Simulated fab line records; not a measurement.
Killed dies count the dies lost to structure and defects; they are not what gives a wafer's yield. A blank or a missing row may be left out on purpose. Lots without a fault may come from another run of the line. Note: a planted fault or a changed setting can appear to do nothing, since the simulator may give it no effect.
fab line records | flow n5-finfet
record lots=7 | wafers=21
route steps=1938 shown SD_EPI_N@268 ILD0@343 HKMG_FIN@390 MOL_CONTACT_COAG@599
start-h: start of the lot's first displayed wafer, in hours after the record's first day | wait-h: hours since the lot's step before | " same as the row above | L1.1+2: several wafers, shown together as one row | - no value present, or no start provided | * or withheld: withheld | < > ~ a bound
route shown NAME@n: a module of which the file shows steps, and the number in the route of the first | usual: mean and standard deviation over wafers with no fault | same: alike in all rows | chamber/n: place in a boat | sites: each site's reading | _std_site: the standard deviation of these | _edge_site: inner sites' mean taken away from outer sites' mean | radius-mm: how far each site lies from the wafer's centre | mask NAME#n: copy n | behind: the most recent tool/chamber to have shaped the wafer | hold: why the lot was held/for how many hours/how that ended | device: transistor that didn't switch, given as n, p or np | end of line: the same wafers' tests at the end of the route | a step with no rows: only its recipe | killed: the dies lost at the first sort to structure and to defects; this is not the yield of the wafer | map: per-die view of a wafer (x killed, . not killed, _ where there is no die)
set.NAME: the setting as run; set.NAME@STEP: as run at that earlier step | model.NAME: the simulator's own value behind a step, which no gauge read
lots whose settings were changed on purpose; a table a step, a row a wafer
## steps
# step N5_SD_EPI_N_PEB_07
# recipe peb-temp-c=110 | peb-time-s=60 | resist=CAR-ArF-block
lot.wafer  | tool           | chamber | start-h | wait-h | set.peb-time-s
L078.1+2+6 | litho-track-05 | 0       | 71.47   | 0.1    | 60
L079.4     | litho-track-03 | 0       | 81.10   | 0.0    | 64.71
L079.5+6   | "              | 0       | "       | "      | 60
L082.2+4+6 | litho-track-03 | 0       | 98.67   | 0.0    | 60
L088.2+5+6 | litho-track-03 | 0       | 139.50  | 0.0    | 60
L090.2+3   | litho-track-03 | 0       | 145.65  | 0.0    | 51.2
L090.6     | "              | 0       | "       | "      | 60
L092.1+5+6 | litho-track-03 | 0       | 155.82  | 0.1    | 67.87
L094.3     | litho-track-03 | 0       | 168.41  | 0.0    | 60
L094.5+6   | "              | 0       | "       | "      | 69.97
# step N5_SD_EPI_N_DEVELOP_08
# recipe develop-time-s=30 | developer=TMAH | resist=CAR-ArF-block | dev-temp-c=23 | rinse-liquid=diw | dry=air-spin
lot.wafer | tool           | chamber | start-h | wait-h | set.spin-rpm@SD_EPI_N_COAT_03 | model.CAR-ArF-block_of_SD_EPI_N_COAT_03.thk-nm
L078.1    | litho-track-05 | 0       | -       | -      | 1500                          | 148.2
L078.2    | "              | 0       | "       | "      | 1500                          | 148.4
L078.6    | "              | 0       | "       | "      | 1500                          | 148.6
L079.4+5  | litho-track-03 | 0       | -       | -      | 1500                          | 149
L079.6    | "              | 0       | "       | "      | 1425                          | 153.4
L082.2    | litho-track-03 | 0       | -       | -      | 1500                          | 148.8
L082.4    | "              | 0       | "       | "      | 1500                          | 148.4
L082.6    | "              | 0       | "       | "      | 1500                          | 148.2
L088.2    | litho-track-03 | 0       | -       | -      | 1398                          | 153.4
L088.5    | "              | 0       | "       | "      | 1500                          | 148.4
L088.6    | "              | 0       | "       | "      | 1398                          | 153.8
L090.2    | litho-track-03 | 0       | -       | -      | 1500                          | 148.4
L090.3    | "              | 0       | "       | "      | 1411                          | 153
L090.6    | "              | 0       | "       | "      | 1411                          | 153.4
L092.1    | litho-track-03 | 0       | -       | -      | 1500                          | 147.6
L092.5    | "              | 0       | "       | "      | 1500                          | 147.8
L092.6    | "              | 0       | "       | "      | 1431                          | 151.2
L094.3+5  | litho-track-03 | 0       | -       | -      | 1500                          | 148.8
L094.6    | "              | 0       | "       | "      | 1365                          | 155.4
# step N5_SD_EPI_N_CD_MEAS_09
# recipe target-cd-nm=120 | landing-energy-ev=500 | detector=se-inlens
# usual cd-nm=120.1/0.58
lot.wafer | tool      | chamber | start-h | wait-h | set.peb-time-s@SD_EPI_N_PEB_07 | cd-nm
L078.1    | cd-sem-03 | 0       | 71.54   | -      | 60                             | 120.3
L078.2    | "         | 0       | "       | "      | 60                             | 119.4
L078.6    | "         | 0       | "       | "      | 60                             | 119.6
L079.4    | cd-sem-02 | 0       | 81.17   | -      | 64.71                          | 123.0
L079.5    | "         | 0       | "       | "      | 60                             | 120.4
L079.6    | "         | 0       | "       | "      | 60                             | 120.0
L082.2    | cd-sem-02 | 0       | 98.74   | -      | 60                             | 120.5
L082.4    | "         | 0       | "       | "      | 60                             | 120.5
L082.6    | "         | 0       | "       | "      | 60                             | 120.1
L088.2    | cd-sem-03 | 0       | 139.57  | -      | 60                             | 119.9
L088.5    | "         | 0       | "       | "      | 60                             | 120.1
L088.6    | "         | 0       | "       | "      | 60                             | 119.4
L090.2    | cd-sem-01 | 0       | 145.72  | -      | 51.2                           | 114.3
L090.3    | "         | 0       | "       | "      | 51.2                           | 113.8
L090.6    | "         | 0       | "       | "      | 60                             | 119.8
L092.1    | cd-sem-02 | 0       | 155.89  | -      | 67.87                          | 124.4
L092.5    | "         | 0       | "       | "      | 67.87                          | 123.4
L092.6    | "         | 0       | "       | "      | 67.87                          | 124.9
L094.3    | cd-sem-02 | 0       | 168.48  | -      | 60                             | 119.7
L094.5    | "         | 0       | "       | "      | 69.97                          | 125.6
L094.6    | "         | 0       | "       | "      | 69.97                          | 125.0
# step N5_SD_EPI_N_DESCUM_14
# recipe chemistry=O2 | time-s=7.9 | source-power-w=50 | bias-power-w=20 | pressure-mtorr=20 | rf-frequency-hz=2.712e+07 | temp-c=40 | resist=CAR-ArF-block | o2-flow-sccm=225
lot.wafer | tool        | chamber | start-h | wait-h | set.peb-time-s@SD_EPI_N_PEB_07 | model.SD_EPI_N.cd-nm
L078.1    | rie-diel-04 | 0       | 71.71   | 0.1    | 60                             | 120.2
L078.2    | "           | 2       | "       | "      | 60                             | 119.6
L078.6    | "           | 2       | "       | "      | 60                             | 119.8
L079.4    | rie-diel-01 | 1       | 81.27   | 0.0    | 64.71                          | 123.2
L079.5    | "           | 2       | "       | "      | 60                             | 120.4
L079.6    | "           | 0       | "       | "      | 60                             | 120
L082.2+4  | rie-diel-04 | 0,2     | 98.83   | 0.0    | 60                             | 120.6
L082.6    | "           | 3       | "       | "      | 60                             | 120.4
L088.2    | rie-diel-04 | 0       | 139.92  | 0.3    | 60                             | 120.4
L088.5    | "           | 0       | "       | "      | 60                             | 120
L088.6    | "           | 1       | "       | "      | 60                             | 119.2
L090.2    | rie-diel-04 | 0       | 145.87  | 0.1    | 51.2                           | 114.2
L090.3    | "           | 2       | "       | "      | 51.2                           | 113.6
L090.6    | "           | 2       | "       | "      | 60                             | 119.8
L092.1    | rie-diel-01 | 0       | 155.98  | 0.0    | 67.87                          | 124.6
L092.5    | "           | 2       | "       | "      | 67.87                          | 123.2
L092.6    | "           | 3       | "       | "      | 67.87                          | 124.8
L094.3    | rie-diel-03 | 2       | 168.57  | 0.0    | 60                             | 120
L094.5    | "           | 3       | "       | "      | 69.97                          | 125.6
L094.6    | "           | 2       | "       | "      | 69.97                          | 124.8
# step N5_SD_EPI_N_ETCH_34
# recipe chemistry=CF4 | target=SiARC | target-depth-a=455 | mask-material=CAR-ArF-block | time-s=75.8 | ion-energy-ev=80 | pressure-mtorr=40 | source-w=545 | bias-w=36 | Ar_flow_sccm=100 | cf4-flow-sccm=100 | ends=cleared
lot.wafer | tool        | chamber | start-h | wait-h | set.peb-time-s@SD_EPI_N_PEB_07 | model.SD_EPI_N.cd-nm
L078.1    | rie-diel-04 | 0       | 71.74   | 0.0    | 60                             | 120
L078.2    | "           | 2       | "       | "      | 60                             | 119.6
L078.6    | "           | 2       | "       | "      | 60                             | 119.8
L079.4    | rie-diel-01 | 1       | 81.31   | 0.0    | 64.71                          | 123.2
L079.5    | "           | 2       | "       | "      | 60                             | 120.4
L079.6    | "           | 0       | "       | "      | 60                             | 120
L082.2    | rie-diel-04 | 0       | 98.86   | 0.0    | 60                             | 120.6
L082.4+6  | "           | 2,3     | "       | "      | 60                             | 120.4
L088.2    | rie-diel-04 | 0       | 139.96  | 0.0    | 60                             | 120.2
L088.5    | "           | 0       | "       | "      | 60                             | 119.8
L088.6    | "           | 1       | "       | "      | 60                             | 119
L090.2    | rie-diel-04 | 0       | 145.90  | 0.0    | 51.2                           | 114
L090.3    | "           | 2       | "       | "      | 51.2                           | 113.6
L090.6    | "           | 2       | "       | "      | 60                             | 119.6
L092.1    | rie-diel-01 | 0       | 156.01  | 0.0    | 67.87                          | 124.6
L092.5    | "           | 2       | "       | "      | 67.87                          | 123.4
L092.6    | "           | 3       | "       | "      | 67.87                          | 124.8
L094.3    | rie-diel-03 | 2       | 168.60  | 0.0    | 60                             | 120
L094.5    | "           | 3       | "       | "      | 69.97                          | 125.8
L094.6    | "           | 2       | "       | "      | 69.97                          | 124.8
# step N5_SD_EPI_N_ETCH_35
# recipe chemistry=N2/H2 | target=SOC | overetch-a=1080 | mask-material=SiARC | temp-c=40 | ion-energy-ev=100 | source-w=3000 | bias-w=133 | pressure-mtorr=20 | time-s=486 | n2-flow-sccm=200 | h2-flow-sccm=200
lot.wafer | tool        | chamber | start-h | wait-h | set.peb-time-s@SD_EPI_N_PEB_07 | model.SD_EPI_N.cd-nm
L078.1+2  | rie-diel-04 | 0,2     | 71.80   | 0.0    | 60                             | 120.2
L078.6    | "           | 2       | "       | "      | 60                             | 120
L079.4    | rie-diel-01 | 1       | 81.50   | 0.2    | 64.71                          | 123.6
L079.5    | "           | 2       | "       | "      | 60                             | 119.4
L079.6    | "           | 0       | "       | "      | 60                             | 119.6
L082.2    | rie-diel-04 | 0       | 98.92   | 0.0    | 60                             | 120.2
L082.4    | "           | 2       | "       | "      | 60                             | 120.8
L082.6    | "           | 3       | "       | "      | 60                             | 119
L088.2    | rie-diel-04 | 0       | 140.02  | 0.0    | 60                             | 120.4
L088.5    | "           | 0       | "       | "      | 60                             | 119.4
L088.6    | "           | 1       | "       | "      | 60                             | 118.8
L090.2    | rie-diel-04 | 0       | 145.96  | 0.0    | 51.2                           | 113.4
L090.3    | "           | 2       | "       | "      | 51.2                           | 114.8
L090.6    | "           | 2       | "       | "      | 60                             | 121.2
L092.1    | rie-diel-01 | 0       | 156.07  | 0.0    | 67.87                          | 125
L092.5    | "           | 2       | "       | "      | 67.87                          | 124.2
L092.6    | "           | 3       | "       | "      | 67.87                          | 125.6
L094.3    | rie-diel-03 | 2       | 168.66  | 0.0    | 60                             | 120
L094.5    | "           | 3       | "       | "      | 69.97                          | 126.2
L094.6    | "           | 2       | "       | "      | 69.97                          | 124
# step N5_SD_EPI_N_STRIP_36
# recipe chemistry=N2/H2 | temp-c=40 | n2-flow-sccm=200 | h2-flow-sccm=200 | rf-frequency-hz=6e+07
# step N5_SD_EPI_N_ETCHBACK_44
# recipe chemistry=CH3F/O2 | mode=anisotropic-etchback | target=SiNx | target-depth-a=145 | stop-on=SiO2 | over-etch-frac=0.3 | ion-energy-ev=120 | pressure-mtorr=30 | source-w=395 | bias-w=73 | Ar_flow_sccm=150 | CH3F_flow_sccm=30 | O2_flow_sccm=20
# step N5_SD_EPI_N_ETCH_45
# recipe chemistry=CH3F/O2 | target=SiOCN | target-depth-a=60 | mask-material=SOC | ion-energy-ev=60 | bias-w=29 | pressure-mtorr=15 | source-w=410 | Ar_flow_sccm=150 | CH3F_flow_sccm=30 | O2_flow_sccm=20
lot.wafer | tool        | chamber | start-h | wait-h | set.peb-time-s@SD_EPI_N_PEB_07 | model.SD_EPI_N.cd-nm
L078.1+6  | rie-diel-04 | 0,2     | 72.22   | 0.1    | 60                             | 120.2
L078.2    | "           | 2       | "       | "      | 60                             | 120.4
L079.4    | rie-diel-01 | 1       | 81.82   | 0.1    | 64.71                          | 123.6
L079.5    | "           | 2       | "       | "      | 60                             | 119.6
L079.6    | "           | 0       | "       | "      | 60                             | 119.8
L082.2    | rie-diel-04 | 0       | 99.34   | 0.1    | 60                             | 120.2
L082.4    | "           | 2       | "       | "      | 60                             | 120.8
L082.6    | "           | 3       | "       | "      | 60                             | 119.2
L088.2    | rie-diel-04 | 0       | 140.44  | 0.1    | 60                             | 120.4
L088.5    | "           | 0       | "       | "      | 60                             | 119.4
L088.6    | "           | 1       | "       | "      | 60                             | 118.8
L090.2    | rie-diel-04 | 0       | 146.38  | 0.1    | 51.2                           | 113.4
L090.3    | "           | 2       | "       | "      | 51.2                           | 114.8
L090.6    | "           | 2       | "       | "      | 60                             | 121.2
L092.1    | rie-diel-01 | 0       | 156.49  | 0.1    | 67.87                          | 125
L092.5    | "           | 2       | "       | "      | 67.87                          | 124.4
L092.6    | "           | 3       | "       | "      | 67.87                          | 125.6
L094.3    | rie-diel-03 | 2       | 169.08  | 0.1    | 60                             | 120
L094.5    | "           | 3       | "       | "      | 69.97                          | 126
L094.6    | "           | 2       | "       | "      | 69.97                          | 124
# step N5_ILD0_ALD_15
# recipe material=SiNx | target-thk-a=240 | temp-c=400 | ald-precursor-family=SiH2I2 | ald-co-reactant=N2/H2-plasma | pulse-time-s=1 | ald-cycles=480 | purge-time-s=2 | co-reactant-purge-time-s=2 | pressure-torr=2
lot.wafer | tool       | chamber | start-h | wait-h | set.ald-cycles | model.SiNx_of_ILD0_ALD_15.thk-nm
L078.1+2  | ald-sin-04 | 3,0     | 85.34   | 0.6    | 525            | 26.2
L078.6    | "          | 1       | 86.42   | 1.1    | 525            | 26.4
L079.4+6  | ald-sin-01 | 0,1     | 95.76   | 1.7    | 510            | 25.6
L079.5    | "          | 3       | "       | "      | 480            | 24
L082.2    | ald-sin-04 | 3       | 111.92  | 0.5    | 480            | 24.2
L082.4+6  | "          | 2,1     | "       | "      | 480            | 24
L088.2    | ald-sin-04 | 1       | 155.65  | 0.8    | 480            | 23.8
L088.5+6  | "          | 3,0     | 156.74  | 1.5    | 480            | 24
L090.2+3  | ald-sin-01 | 2,3     | 160.35  | 0.6    | 459            | 23
L090.6    | "          | 2       | 161.43  | 1.2    | 480            | 24.2
L092.1+6  | ald-sin-03 | 3,2     | 170.67  | 0.6    | 480            | 24
L092.5    | "          | 3       | 171.75  | 1.2    | 480            | 24.2
L094.3    | ald-sin-01 | 1       | 183.10  | 0.4    | 533            | 26.6
L094.5+6  | "          | 0,1     | 184.19  | 1.2    | 480            | 24
# step N5_HKMG_FIN_COAT_41
# recipe resist=SOC | temp-c=250 | time-s=60 | spin-rpm=1500 | resist-thk-nm=300
lot.wafer | tool           | chamber | start-h | wait-h | set.spin-rpm | model.SOC_of_HKMG_FIN_COAT_41.thk-nm
L078.1+6  | litho-track-01 | 0       | 93.69   | -      | 1570         | 295
L078.2    | "              | 0       | "       | "      | 1500         | 301.6
L079.4    | litho-track-01 | 0       | 103.00  | -      | 1401         | 311.2
L079.5    | "              | 0       | "       | "      | 1500         | 300.4
L079.6    | "              | 0       | "       | "      | 1401         | 311
L082.2    | litho-track-02 | 0       | 120.03  | -      | 1500         | 300.4
L082.4    | "              | 0       | "       | "      | 1500         | 300.6
L082.6    | "              | 0       | "       | "      | 1500         | 300.2
L088.2+5  | litho-track-01 | 0       | 164.21  | -      | 1399         | 310.2
L088.6    | "              | 0       | "       | "      | 1500         | 299.2
L090.2+3  | litho-track-02 | 0       | 168.67  | -      | 1405         | 309.4
L090.6    | "              | 0       | "       | "      | 1405         | 309.8
L092.1    | litho-track-01 | 0       | 178.91  | -      | 1500         | 299.4
L092.5    | "              | 0       | "       | "      | 1500         | 300
L092.6    | "              | 0       | "       | "      | 1500         | 298.8
L094.3    | litho-track-01 | 0       | 191.57  | -      | 1362         | 314.8
L094.5    | "              | 0       | "       | "      | 1362         | 314.6
L094.6    | "              | 0       | "       | "      | 1500         | 299.2
# step N5_HKMG_FIN_EXPOSE_46
# recipe mask-id=NDIPOLE | na=1.35 | source-shape=conventional | sigma-outer=0.8 | polarization=unpolarized | dose-mj=40
lot.wafer  | tool            | chamber | start-h | wait-h | mask      | set.dose-mj
L078.1     | arfi-scanner-02 | 0       | 93.93   | -      | NDIPOLE#0 | 41.03
L078.2+6   | "               | 0       | "       | "      | NDIPOLE#0 | 40
L079.4+5+6 | arfi-scanner-03 | 0       | 103.26  | -      | NDIPOLE#0 | 40
L082.2+4+6 | arfi-scanner-03 | 0       | 120.28  | -      | NDIPOLE#0 | 40
L088.2+5+6 | arfi-scanner-02 | 0       | 164.45  | -      | NDIPOLE#0 | 40
L090.2     | arfi-scanner-02 | 0       | 168.80  | -      | NDIPOLE#0 | 40
L090.3+6   | "               | 0       | "       | "      | NDIPOLE#0 | 37.21
L092.1+5+6 | arfi-scanner-03 | 0       | 179.15  | -      | NDIPOLE#0 | 40
L094.3+5+6 | arfi-scanner-01 | 0       | 191.82  | -      | NDIPOLE#0 | 40
# step N5_HKMG_FIN_PEB_47
# recipe peb-temp-c=withheld | peb-time-s=60 | resist=CAR-ArF
# step N5_HKMG_FIN_DEVELOP_48
# recipe develop-time-s=30 | developer=TMAH | resist=CAR-ArF | rinse-liquid=diw | dry=air-spin | dev-temp-c=23
# step N5_HKMG_FIN_CD_MEAS_49
# recipe target-cd-nm=202 | landing-energy-ev=500 | detector=se-inlens | polarity=opening
# usual cd-nm=202.2/0.57
lot.wafer | tool      | chamber | start-h | wait-h | set.dose-mj@HKMG_FIN_EXPOSE_46 | cd-nm
L078.1    | cd-sem-01 | 0       | 94.06   | -      | 41.03                          | 203.5
L078.2    | "         | 0       | "       | "      | 40                             | 202.0
L078.6    | "         | 0       | "       | "      | 40                             | 201.9
L079.4    | cd-sem-02 | 0       | 103.37  | -      | 40                             | 201.7
L079.5    | "         | 0       | "       | "      | 40                             | 202.3
L079.6    | "         | 0       | "       | "      | 40                             | 202.2
L082.2    | cd-sem-01 | 0       | 120.40  | -      | 40                             | 202.3
L082.4    | "         | 0       | "       | "      | 40                             | 201.6
L082.6    | "         | 0       | "       | "      | 40                             | 201.7
L088.2    | cd-sem-01 | 0       | 164.57  | -      | 40                             | 202.4
L088.5    | "         | 0       | "       | "      | 40                             | 202.4
L088.6    | "         | 0       | "       | "      | 40                             | 202.6
L090.2    | cd-sem-01 | 0       | 168.92  | -      | 40                             | 202.7
L090.3    | "         | 0       | "       | "      | 37.21                          | 197.0
L090.6    | "         | 0       | "       | "      | 37.21                          | 197.6
L092.1    | cd-sem-01 | 0       | 179.28  | -      | 40                             | 202.0
L092.5    | "         | 0       | "       | "      | 40                             | 202.4
L092.6    | "         | 0       | "       | "      | 40                             | 201.8
L094.3    | cd-sem-01 | 0       | 191.94  | -      | 40                             | 202.2
L094.5    | "         | 0       | "       | "      | 40                             | 202.4
L094.6    | "         | 0       | "       | "      | 40                             | 202.1
# step N5_HKMG_FIN_DESCUM_53
# recipe chemistry=O2 | time-s=7.9 | source-power-w=50 | bias-power-w=20 | pressure-mtorr=20 | rf-frequency-hz=2.712e+07 | temp-c=40 | resist=CAR-ArF | o2-flow-sccm=225
# step N5_HKMG_FIN_ETCH_54
# recipe chemistry=CF4 | target=SiARC | target-depth-a=455 | mask-material=CAR-ArF | time-s=75.8 | ion-energy-ev=80 | pressure-mtorr=40 | source-w=545 | bias-w=36 | Ar_flow_sccm=100 | cf4-flow-sccm=100 | ends=cleared
lot.wafer | tool        | chamber | start-h | wait-h | set.dose-mj@HKMG_FIN_EXPOSE_46 | model.HKMG_FIN.cd-offset-nm
L078.1    | rie-diel-03 | 1       | 94.18   | 0.0    | 41.03                          | 1.6
L078.2+6  | "           | 3,2     | "       | "      | 40                             | 0
L079.4    | rie-diel-03 | 0       | 103.51  | 0.0    | 40                             | -0.2
L079.5    | "           | 1       | "       | "      | 40                             | 0
L079.6    | "           | 3       | "       | "      | 40                             | 0.2
L082.2    | rie-diel-04 | 0       | 120.69  | 0.0    | 40                             | 0
L082.4+6  | "           | 3,2     | "       | "      | 40                             | -0.2
L088.2+6  | rie-diel-03 | 0,2     | 164.70  | 0.0    | 40                             | 0.4
L088.5    | "           | 3       | "       | "      | 40                             | 0.6
L090.2    | rie-diel-01 | 3       | 169.04  | 0.0    | 40                             | 0.4
L090.3    | "           | 2       | "       | "      | 37.21                          | -4.8
L090.6    | "           | 1       | "       | "      | 37.21                          | -4.2
L092.1    | rie-diel-01 | 3       | 179.54  | 0.0    | 40                             | -0.4
L092.5    | "           | 2       | "       | "      | 40                             | 0.6
L092.6    | "           | 1       | "       | "      | 40                             | 0.4
L094.3    | rie-diel-04 | 1       | 192.47  | 0.0    | 40                             | 0.2
L094.5    | "           | 1       | "       | "      | 40                             | 0.4
L094.6    | "           | 2       | "       | "      | 40                             | 0
# step N5_HKMG_FIN_ETCH_55
# recipe chemistry=N2/H2 | target=SOC | target-depth-a=2400 | temp-c=40 | time-s=300 | ion-energy-ev=200 | mask-material=SiARC | pressure-mtorr=30 | source-w=840 | bias-w=150 | n2-flow-sccm=200 | h2-flow-sccm=200
# step N5_HKMG_FIN_STRIP_56
# recipe chemistry=N2/H2 | temp-c=40 | n2-flow-sccm=200 | h2-flow-sccm=200 | rf-frequency-hz=6e+07
# step N5_HKMG_FIN_STRIP_57
# recipe chemistry=CF4 | resist=SiARC | power-w=300 | bias-power-w=75 | pressure-mtorr=50 | cf4-flow-sccm=150 | rf-frequency-hz=6e+07
# step N5_HKMG_FIN_ETCH_58
# recipe chemistry=N2/H2 | target=SOC | target-depth-a=2158 | ion-energy-ev=50 | bias-w=13 | time-s=741 | pressure-mtorr=30 | source-w=875 | n2-flow-sccm=200 | h2-flow-sccm=200
lot.wafer | tool        | chamber | start-h | wait-h | set.spin-rpm@HKMG_FIN_COAT_41 | model.SOC_of_HKMG_FIN_COAT_41.thk-nm
L078.1    | rie-diel-03 | 1       | 94.45   | 0.0    | 1570                          | 75
L078.2    | "           | 3       | "       | "      | 1500                          | 85
L078.6    | "           | 2       | "       | "      | 1570                          | 80.4
L079.4    | rie-diel-03 | 0       | 103.97  | 0.2    | 1401                          | 94.4
L079.5    | "           | 1       | "       | "      | 1500                          | 81.8
L079.6    | "           | 3       | "       | "      | 1401                          | 95.4
L082.2    | rie-diel-04 | 0       | 120.96  | 0.0    | 1500                          | 88.2
L082.4    | "           | 3       | "       | "      | 1500                          | 91
L082.6    | "           | 2       | "       | "      | 1500                          | 84
L088.2    | rie-diel-03 | 0       | 164.96  | 0.0    | 1399                          | 90.8
L088.5    | "           | 3       | "       | "      | 1399                          | 91.4
L088.6    | "           | 2       | "       | "      | 1500                          | 83.4
L090.2    | rie-diel-01 | 3       | 169.30  | 0.0    | 1405                          | 87.4
L090.3    | "           | 2       | "       | "      | 1405                          | 90.4
L090.6    | "           | 1       | "       | "      | 1405                          | 90
L092.1    | rie-diel-01 | 3       | 179.80  | 0.0    | 1500                          | 78.8
L092.5    | "           | 2       | "       | "      | 1500                          | 79.8
L092.6    | "           | 1       | "       | "      | 1500                          | 79.2
L094.3    | rie-diel-04 | 1       | 192.73  | 0.0    | 1362                          | 101
L094.5    | "           | 1       | "       | "      | 1362                          | 99.2
L094.6    | "           | 2       | "       | "      | 1500                          | 83
# step N5_MOL_CONTACT_COAG_EXPOSE_37
# recipe mask-id=VD | na=0.33 | source-shape=annular | sigma-inner=0.3 | sigma-outer=0.7 | polarization=unpolarized | defocus-nm=0 | dose-mj=62
lot.wafer  | tool           | chamber | start-h | wait-h | mask | set.dose-mj
L078.1+6   | euv-scanner-01 | 0       | 119.74  | -      | VD#0 | 63.41
L078.2     | "              | 0       | "       | "      | VD#0 | 62
L079.4+5+6 | euv-scanner-02 | 0       | 129.59  | -      | VD#0 | 62
L082.2+4+6 | euv-scanner-01 | 0       | 147.93  | -      | VD#0 | 62
L088.2     | euv-scanner-01 | 0       | 194.84  | -      | VD#0 | 62
L088.5+6   | "              | 0       | "       | "      | VD#0 | 65.69
L090.2     | euv-scanner-02 | 0       | 197.63  | -      | VD#0 | 62
L090.3+6   | "              | 0       | "       | "      | VD#0 | 64.64
L092.1+5   | euv-scanner-02 | 0       | 209.74  | -      | VD#0 | 58.15
L092.6     | "              | 0       | "       | "      | VD#0 | 62
L094.3+5+6 | euv-scanner-01 | 0       | 217.36  | -      | VD#0 | 62
# step N5_MOL_CONTACT_COAG_PEB_38
# recipe peb-temp-c=100 | peb-time-s=60 | resist=CAR-EUV
# step N5_MOL_CONTACT_COAG_DEVELOP_39
# recipe develop-time-s=30 | developer=TMAH | resist=CAR-EUV | rinse-liquid=surfactant-rinse | dry=air-spin | dev-temp-c=23
# step N5_MOL_CONTACT_COAG_CD_MEAS_40
# recipe target-cd-nm=25.1 | landing-energy-ev=500 | detector=se-inlens | polarity=opening
# usual cd-nm=25.10/0.22
lot.wafer | tool      | chamber | start-h | wait-h | set.dose-mj@MOL_CONTACT_COAG_EXPOSE_37 | cd-nm
L078.1    | cd-sem-03 | 0       | 119.88  | -      | 63.41                                  | 25.23
L078.2    | "         | 0       | "       | "      | 62                                     | 25.20
L078.6    | "         | 0       | "       | "      | 63.41                                  | 25.57
L079.4    | cd-sem-03 | 0       | 129.72  | -      | 62                                     | 25.11
L079.5    | "         | 0       | "       | "      | 62                                     | 25.19
L079.6    | "         | 0       | "       | "      | 62                                     | 25.35
L082.2    | cd-sem-02 | 0       | 148.07  | -      | 62                                     | 25.19
L082.4    | "         | 0       | "       | "      | 62                                     | 25.21
L082.6    | "         | 0       | "       | "      | 62                                     | 25.54
L088.2    | cd-sem-03 | 0       | 194.97  | -      | 62                                     | 24.64
L088.5    | "         | 0       | "       | "      | 65.69                                  | 25.87
L088.6    | "         | 0       | "       | "      | 65.69                                  | 25.77
L090.2    | cd-sem-03 | 0       | 197.77  | -      | 62                                     | 25.26
L090.3    | "         | 0       | "       | "      | 64.64                                  | 25.99
L090.6    | "         | 0       | "       | "      | 64.64                                  | 25.96
L092.1    | cd-sem-01 | 0       | 209.88  | -      | 58.15                                  | 23.95
L092.5    | "         | 0       | "       | "      | 58.15                                  | 23.99
L092.6    | "         | 0       | "       | "      | 62                                     | 24.77
L094.3    | cd-sem-03 | 0       | 217.49  | -      | 62                                     | 25.15
L094.5    | "         | 0       | "       | "      | 62                                     | 25.22
L094.6    | "         | 0       | "       | "      | 62                                     | 25.28
## key
split step=N5_SD_EPI_N_PEB_07 | setting=peb-time-s | stated=60 | by=wafer
response step=N5_SD_EPI_N_CD_MEAS_09 | reading=cd-nm | change=+0.36 | per=1% | r=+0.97
response step=N5_SD_EPI_N_DESCUM_14 | reading=model.SD_EPI_N.cd-nm | change=+0.355 | per=1% | r=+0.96
response step=N5_SD_EPI_N_ETCH_34 | reading=model.SD_EPI_N.cd-nm | change=+0.356 | per=1% | r=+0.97
response step=N5_SD_EPI_N_ETCH_35 | reading=model.SD_EPI_N.cd-nm | change=+0.4 | per=1% | r=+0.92
response step=N5_SD_EPI_N_ETCH_45 | reading=model.SD_EPI_N.cd-nm | change=+0.394 | per=1% | r=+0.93
split step=N5_ILD0_ALD_15 | setting=ald-cycles | stated=480 | by=wafer
response step=N5_ILD0_ALD_15 | reading=model.SiNx_of_ILD0_ALD_15.thk-nm | change=+0.244 | per=1% | r=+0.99
split step=N5_HKMG_FIN_COAT_41 | setting=spin-rpm | stated=1500 | by=wafer
response step=N5_HKMG_FIN_COAT_41 | reading=model.SOC_of_HKMG_FIN_COAT_41.thk-nm | change=-1.63 | per=1% | r=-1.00
response step=N5_HKMG_FIN_ETCH_58 | reading=model.SOC_of_HKMG_FIN_COAT_41.thk-nm | change=-1.69 | per=1% | r=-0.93
split step=N5_HKMG_FIN_EXPOSE_46 | setting=dose-mj | stated=40 | by=wafer
response step=N5_HKMG_FIN_CD_MEAS_49 | reading=cd-nm | change=+0.754 | per=1% | r=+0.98
response step=N5_HKMG_FIN_ETCH_54 | reading=model.HKMG_FIN.cd-offset-nm | change=+0.693 | per=1% | r=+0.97
split step=N5_MOL_CONTACT_COAG_EXPOSE_37 | setting=dose-mj | stated=62 | by=wafer
response step=N5_MOL_CONTACT_COAG_CD_MEAS_40 | reading=cd-nm | change=+0.159 | per=1% | r=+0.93
split outside-this-file step=N5_SD_EPI_N_COAT_03 setting=spin-rpm
# split outside-this-file: this setting was split too, and the file shows its column; the key of that split is in another file
